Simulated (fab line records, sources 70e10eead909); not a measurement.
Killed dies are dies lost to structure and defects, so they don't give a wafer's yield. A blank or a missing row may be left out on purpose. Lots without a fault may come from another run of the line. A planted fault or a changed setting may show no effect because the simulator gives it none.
Chamber matching | flow nand_harc | NHARC_A_SGD_CUT_DEP_00 on pecvd-02: 3 sister chambers
The step deposits SiNx, target thk 50 nm. 3 wafers are shown with their chamber, then 10 later ones without.

WAFERS WITH THEIR CHAMBER
wafer  | chamber | heater_power_w (W)
L092.1 | 0       | 767
L091.1 | 2       | 511
L091.3 | 1       | 663

WAFERS WITHOUT THEIR CHAMBER
wafer  | heater_power_w (W)
L091.4 | 758
L093.1 | 710
L093.2 | 493
L093.3 | 636
L094.3 | 620
L094.4 | 718
L094.6 | 622
L096.2 | 724
L096.4 | 791
L096.5 | 533

WHICH CHAMBER EACH WENT THROUGH
wafer  | from the rows above     | in truth
L091.4 | 0                       | 0
L093.1 | can't be placed: 1 or 0 | 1
L093.2 | 2                       | 2
L093.3 | 1                       | 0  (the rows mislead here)
L094.3 | can't be placed: 1 or 2 | 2
L094.4 | can't be placed: 0 or 1 | 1
L094.6 | 1                       | 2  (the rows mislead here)
L096.2 | can't be placed: 0 or 1 | 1
L096.4 | 0                       | 0
L096.5 | 2                       | 2
Placed correctly: 4 of 10. Can't be placed from these rows: 4 (the true chamber is among the candidates in 4). Placed wrongly: 2.
How it was worked out, from the rows above alone: a wafer's distance from a chamber is the root of the sum, over the readings, of the square of ((its reading less the chamber's mean) divided by the reading's scatter). The wafer belongs to the nearest chamber; if the next one is less than 2 further off, it can't be placed. A chamber's mean is the mean of its shown wafers. The scatter: with one shown wafer a chamber, the root of the mean of the squares of how far each hidden wafer lies from its nearest shown one.
